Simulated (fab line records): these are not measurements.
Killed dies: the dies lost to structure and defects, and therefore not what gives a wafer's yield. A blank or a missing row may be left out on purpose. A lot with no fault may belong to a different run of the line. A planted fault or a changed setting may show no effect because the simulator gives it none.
A single fault, viewed from 2 desks -- flow nand_harc -- what lay behind the numbers comes last; until then each desk has only its own

## THE DEFECT DESK
Inspection counts along the route, by lot: the mean over sampled wafers that carry a number. A lot is out of limits, marked OUT, if its mean lies more than 4 standard deviations from the usual mean; the brackets give that distance.
Columns: A = raw_defect_count at NHARC_P_BONDPAD_INSPECT_23, usual 318; B = raw_defect_count at NHARC_A_START_INSPECT_01, usual 3.4; C = raw_defect_count at NHARC_A_SOURCE_PLATE_INSPECT_08, usual 58
lot,first seen here,A,B,C
L272,day 7 02:55,252,3.3,85
L273,day 7 03:32,321,4.3,56
L274,day 7 12:59,256,2.3,58
L275,day 8 03:33,246,4.7,42
L277,day 8 15:01,324,4.0,40
L276,day 8 15:47,260,2.7,54
L282,day 10 20:47,384,3.0,618 (+24) OUT
L285,day 12 04:59,434,3.5,652 (+26) OUT
L288,day 13 07:39,335,3.0,106
L291,day 14 12:44,295,5.7,67
L292,day 14 23:23,478,4.3,54
L294,day 15 14:37,332,2.0,33
L293,day 15 15:51,328,3.0,30
L295,day 16 03:30,529,1.7,68
Finding of this desk: L282, L285 out of limits; the first was L282 at day 11 22:54, on raw_defect_count at NHARC_A_SOURCE_PLATE_INSPECT_08. L272, L273, L274, L275, L277, L276, L288, L291, L292, L294, L293, L295: within limits.

## THE METROLOGY DESK
What the gauges read for every lot (on any tool): the sampled wafers with a number, averaged. A lot is out of limits, marked OUT, if its mean lies more than 4 standard deviations from the usual mean; the brackets give that distance.
Columns: A = thk_nm at NHARC_A_SOURCE_PLATE_THK_MEAS_06, usual 199.3 nm
lot,first seen here,A
L272,day 8 02:01,201.7
L273,day 8 02:01,199.5
L274,day 8 11:41,200.9
L275,day 9 04:38,199.1
L276,day 9 14:23,199.4
L277,day 9 14:23,202.9
L282,day 11 22:47,197.3
L285,day 13 04:51,198.6
L288,day 14 08:50,202.2
L291,day 15 10:46,196.4
L292,day 15 21:55,199.3
L293,day 16 13:49,198.5
L294,day 16 13:50,198.6
L295,day 17 04:11,197.4
This desk found nothing out of limits on any of the 14 lots.

## PUT TOGETHER
The defect desk could have raised an alarm at day 11 22:54, on L282, L285.
Metrology desk: nothing out of limits seen.
The metrology desk holds a record of L282, L285, inside its limits.
The lots listed all ran NHARC_A_SOURCE_PLATE_PVD_04 on pvd_sputter-03.

## WHAT THE SIMULATOR HAD INSERTED
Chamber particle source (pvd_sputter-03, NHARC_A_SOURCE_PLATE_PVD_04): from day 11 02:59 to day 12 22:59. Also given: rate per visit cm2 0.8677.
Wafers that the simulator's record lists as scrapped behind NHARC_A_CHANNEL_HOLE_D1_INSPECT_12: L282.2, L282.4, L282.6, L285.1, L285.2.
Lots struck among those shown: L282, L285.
Hours from the fault's start to each desk's first reading out of limits: the defect desk, 20.
